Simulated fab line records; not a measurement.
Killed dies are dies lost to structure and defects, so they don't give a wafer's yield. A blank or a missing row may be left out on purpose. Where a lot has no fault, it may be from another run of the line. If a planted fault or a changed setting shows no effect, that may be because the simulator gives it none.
Split-lot experiment :: flow n5 finfet :: 7 lots, 39 wafers read, on a route of 1938 steps

## ABOUT THE SPLIT
At N5_SD_EPI_P_EPI_21 (deposits SiGe:B, time 355 s), the setting pressure torr was moved away from the recipe's 20 Torr on 24 of the 39 wafers read, by -18.9% to +17.5%. This setting was run at the recipe's value on the other wafers.

## FROM THE SPLIT TO THE READING: what the file shows between them, 7 steps
- N5_SD_EPI_P_HM_STRIP_48: strips SiNx in H3PO4, material SiNx, target depth 3 nm
- N5_SD_EPI_P_SRD_49: time 30 s
- N5_SD_EPI_P_PRECLEAN_24: cleans in O3/DIW, time 45 s
- N5_SD_EPI_P_PRECLEAN_32: cleans in dHF, time 10 s
- N5_SD_EPI_P_PRECLEAN_33: cleans in SC2, time 45 s
- N5_SD_ACTIVATION_RTA_00: time 0 s
- N5_SD_ACTIVATION_LSA_01: time 0.0008 s

## THE READING
RS_SD_P, in ohm/sq, at N5_SD_ACTIVATION_RS_MEAS_03 (measures by four-point-probe). Typical for fault-free wafers on this fab line: 56.6 ohm/sq, with standard deviation 0.92 ohm/sq.

wafer: L077.1
tool, chamber at the split: epi rpcvd-03, 0
pressure torr as run, Torr: 20
against the recipe: recipe
RS_SD_P, ohm/sq: 58.9
against lot-mates on the recipe: -

wafer: L077.2
tool, chamber at the split: epi rpcvd-03, 0
pressure torr as run, Torr: 20
against the recipe: recipe
RS_SD_P, ohm/sq: 57.1
against lot-mates on the recipe: -

wafer: L077.3
tool, chamber at the split: epi rpcvd-03, 0
pressure torr as run, Torr: 20
against the recipe: recipe
RS_SD_P, ohm/sq: 58.6
against lot-mates on the recipe: -

wafer: L077.4
tool, chamber at the split: epi rpcvd-03, 0
pressure torr as run, Torr: 20
against the recipe: recipe
RS_SD_P, ohm/sq: 58.9
against lot-mates on the recipe: -

wafer: L077.5
tool, chamber at the split: epi rpcvd-03, 0
pressure torr as run, Torr: 20
against the recipe: recipe
RS_SD_P, ohm/sq: 57.2
against lot-mates on the recipe: -

wafer: L077.6
tool, chamber at the split: epi rpcvd-03, 0
pressure torr as run, Torr: 20
against the recipe: recipe
RS_SD_P, ohm/sq: 58.1
against lot-mates on the recipe: -

wafer: L080.1
tool, chamber at the split: epi rpcvd-03, 0
pressure torr as run, Torr: 20
against the recipe: recipe
RS_SD_P, ohm/sq: 56.4
against lot-mates on the recipe: -

wafer: L080.2
tool, chamber at the split: epi rpcvd-03, 0
pressure torr as run, Torr: 20
against the recipe: recipe
RS_SD_P, ohm/sq: 56.0
against lot-mates on the recipe: -

wafer: L080.3
tool, chamber at the split: epi rpcvd-03, 0
pressure torr as run, Torr: 20
against the recipe: recipe
RS_SD_P, ohm/sq: 56.4
against lot-mates on the recipe: -

wafer: L080.4
tool, chamber at the split: epi rpcvd-03, 0
pressure torr as run, Torr: 20
against the recipe: recipe
RS_SD_P, ohm/sq: 57.0
against lot-mates on the recipe: -

wafer: L080.5
tool, chamber at the split: epi rpcvd-03, 0
pressure torr as run, Torr: 20
against the recipe: recipe
RS_SD_P, ohm/sq: 56.8
against lot-mates on the recipe: -

wafer: L080.6
tool, chamber at the split: epi rpcvd-03, 0
pressure torr as run, Torr: 20
against the recipe: recipe
RS_SD_P, ohm/sq: 56.5
against lot-mates on the recipe: -

wafer: L081.1
tool, chamber at the split: epi rpcvd-01, 0
pressure torr as run, Torr: 23.5
against the recipe: +17.5%
RS_SD_P, ohm/sq: 49.8
against lot-mates on the recipe: no lot-mate on the recipe

wafer: L081.2
tool, chamber at the split: epi rpcvd-01, 0
pressure torr as run, Torr: 23.5
against the recipe: +17.5%
RS_SD_P, ohm/sq: 50.9
against lot-mates on the recipe: no lot-mate on the recipe

wafer: L081.3
tool, chamber at the split: epi rpcvd-01, 0
pressure torr as run, Torr: 23.5
against the recipe: +17.5%
RS_SD_P, ohm/sq: 50.1
against lot-mates on the recipe: no lot-mate on the recipe

wafer: L081.4
tool, chamber at the split: epi rpcvd-01, 0
pressure torr as run, Torr: 23.5
against the recipe: +17.5%
RS_SD_P, ohm/sq: 51.1
against lot-mates on the recipe: no lot-mate on the recipe

wafer: L081.5
tool, chamber at the split: epi rpcvd-01, 0
pressure torr as run, Torr: 23.5
against the recipe: +17.5%
RS_SD_P, ohm/sq: 51.0
against lot-mates on the recipe: no lot-mate on the recipe

wafer: L081.6
tool, chamber at the split: epi rpcvd-01, 0
pressure torr as run, Torr: 23.5
against the recipe: +17.5%
RS_SD_P, ohm/sq: 50.2
against lot-mates on the recipe: no lot-mate on the recipe

wafer: L082.1
tool, chamber at the split: epi rpcvd-01, 0
pressure torr as run, Torr: 16.22
against the recipe: -18.9%
RS_SD_P, ohm/sq: 64.5
against lot-mates on the recipe: no lot-mate on the recipe

wafer: L082.2
tool, chamber at the split: epi rpcvd-01, 0
pressure torr as run, Torr: 16.22
against the recipe: -18.9%
RS_SD_P, ohm/sq: 64.4
against lot-mates on the recipe: no lot-mate on the recipe

wafer: L082.3
tool, chamber at the split: epi rpcvd-01, 0
pressure torr as run, Torr: 16.22
against the recipe: -18.9%
RS_SD_P, ohm/sq: 63.9
against lot-mates on the recipe: no lot-mate on the recipe

wafer: L082.4
tool, chamber at the split: epi rpcvd-01, 0
pressure torr as run, Torr: 16.22
against the recipe: -18.9%
RS_SD_P, ohm/sq: 64.4
against lot-mates on the recipe: no lot-mate on the recipe

wafer: L082.5
tool, chamber at the split: epi rpcvd-01, 0
pressure torr as run, Torr: 16.22
against the recipe: -18.9%
RS_SD_P, ohm/sq: 64.9
against lot-mates on the recipe: no lot-mate on the recipe

wafer: L082.6
tool, chamber at the split: epi rpcvd-01, 0
pressure torr as run, Torr: 16.22
against the recipe: -18.9%
RS_SD_P, ohm/sq: 63.8
against lot-mates on the recipe: no lot-mate on the recipe

wafer: L085.1
tool, chamber at the split: epi rpcvd-02, 0
pressure torr as run, Torr: 17.57
against the recipe: -12.1%
RS_SD_P, ohm/sq: 63.1
against lot-mates on the recipe: no lot-mate on the recipe

wafer: L085.2
tool, chamber at the split: epi rpcvd-02, 0
pressure torr as run, Torr: 17.57
against the recipe: -12.1%
RS_SD_P, ohm/sq: 62.3
against lot-mates on the recipe: no lot-mate on the recipe

wafer: L085.3
tool, chamber at the split: epi rpcvd-02, 0
pressure torr as run, Torr: 17.57
against the recipe: -12.1%
RS_SD_P, ohm/sq: 61.9
against lot-mates on the recipe: no lot-mate on the recipe

wafer: L085.4
tool, chamber at the split: epi rpcvd-02, 0
pressure torr as run, Torr: 17.57
against the recipe: -12.1%
RS_SD_P, ohm/sq: 63.4
against lot-mates on the recipe: no lot-mate on the recipe

wafer: L085.5
tool, chamber at the split: epi rpcvd-02, 0
pressure torr as run, Torr: 17.57
against the recipe: -12.1%
RS_SD_P, ohm/sq: 63.4
against lot-mates on the recipe: no lot-mate on the recipe

wafer: L085.6
tool, chamber at the split: epi rpcvd-02, 0
pressure torr as run, Torr: 17.57
against the recipe: -12.1%
RS_SD_P, ohm/sq: 62.8
against lot-mates on the recipe: no lot-mate on the recipe

wafer: L095.2
tool, chamber at the split: epi rpcvd-02, 0
pressure torr as run, Torr: 20
against the recipe: recipe
RS_SD_P, ohm/sq: 57.5
against lot-mates on the recipe: -

wafer: L095.4
tool, chamber at the split: epi rpcvd-02, 0
pressure torr as run, Torr: 20
against the recipe: recipe
RS_SD_P, ohm/sq: 57.3
against lot-mates on the recipe: -

wafer: L095.6
tool, chamber at the split: epi rpcvd-02, 0
pressure torr as run, Torr: 20
against the recipe: recipe
RS_SD_P, ohm/sq: 57.7
against lot-mates on the recipe: -

wafer: L097.1
tool, chamber at the split: epi rpcvd-02, 0
pressure torr as run, Torr: 23.37
against the recipe: +16.9%
RS_SD_P, ohm/sq: 51.7
against lot-mates on the recipe: no lot-mate on the recipe

wafer: L097.2
tool, chamber at the split: epi rpcvd-02, 0
pressure torr as run, Torr: 23.37
against the recipe: +16.9%
RS_SD_P, ohm/sq: 51.3
against lot-mates on the recipe: no lot-mate on the recipe

wafer: L097.3
tool, chamber at the split: epi rpcvd-02, 0
pressure torr as run, Torr: 23.37
against the recipe: +16.9%
RS_SD_P, ohm/sq: 51.3
against lot-mates on the recipe: no lot-mate on the recipe

wafer: L097.4
tool, chamber at the split: epi rpcvd-02, 0
pressure torr as run, Torr: 23.37
against the recipe: +16.9%
RS_SD_P, ohm/sq: 51.4
against lot-mates on the recipe: no lot-mate on the recipe

wafer: L097.5
tool, chamber at the split: epi rpcvd-02, 0
pressure torr as run, Torr: 23.37
against the recipe: +16.9%
RS_SD_P, ohm/sq: 51.5
against lot-mates on the recipe: no lot-mate on the recipe

wafer: L097.6
tool, chamber at the split: epi rpcvd-02, 0
pressure torr as run, Torr: 23.37
against the recipe: +16.9%
RS_SD_P, ohm/sq: 52.7
against lot-mates on the recipe: no lot-mate on the recipe

THE FIT
A straight line over all 39 wafers: RS_SD_P changes by -0.378 ohm/sq for each +1% of pressure torr; r = -0.99; the points scatter about the line by 0.81 ohm/sq.
Too few moved wafers have a lot-mate on the recipe to fit a line with each lot's own level taken away.

## THE WHOLE CHAIN: every reading that the file lists as answering this split, in the file's order
step: N5_SD_EPI_P_EPI_21
what it does: deposits SiGe:B, time 355 s
reading: SiGe-B_of_SD_EPI_P_EPI_21.thk nm (the simulator's own value, which no gauge read)
change (the file's fit): +0.236 nm for each +1% of the setting
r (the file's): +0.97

step: N5_SD_EPI_P_PRECLEAN_24
what it does: cleans in O3/DIW, time 45 s
reading: SiGe-B_of_SD_EPI_P_EPI_21.thk nm (the simulator's own value, which no gauge read)
change (the file's fit): +0.234 nm for each +1% of the setting
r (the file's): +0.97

step: N5_SD_ACTIVATION_RS_MEAS_03
what it does: measures by four-point-probe
reading: RS_SD_P
change (the file's fit): -0.378 for each +1% of the setting
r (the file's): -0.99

## FILE'S OWN FIT
RS_SD_P changes by -0.378 ohm/sq for each +1% of pressure torr, r = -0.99.
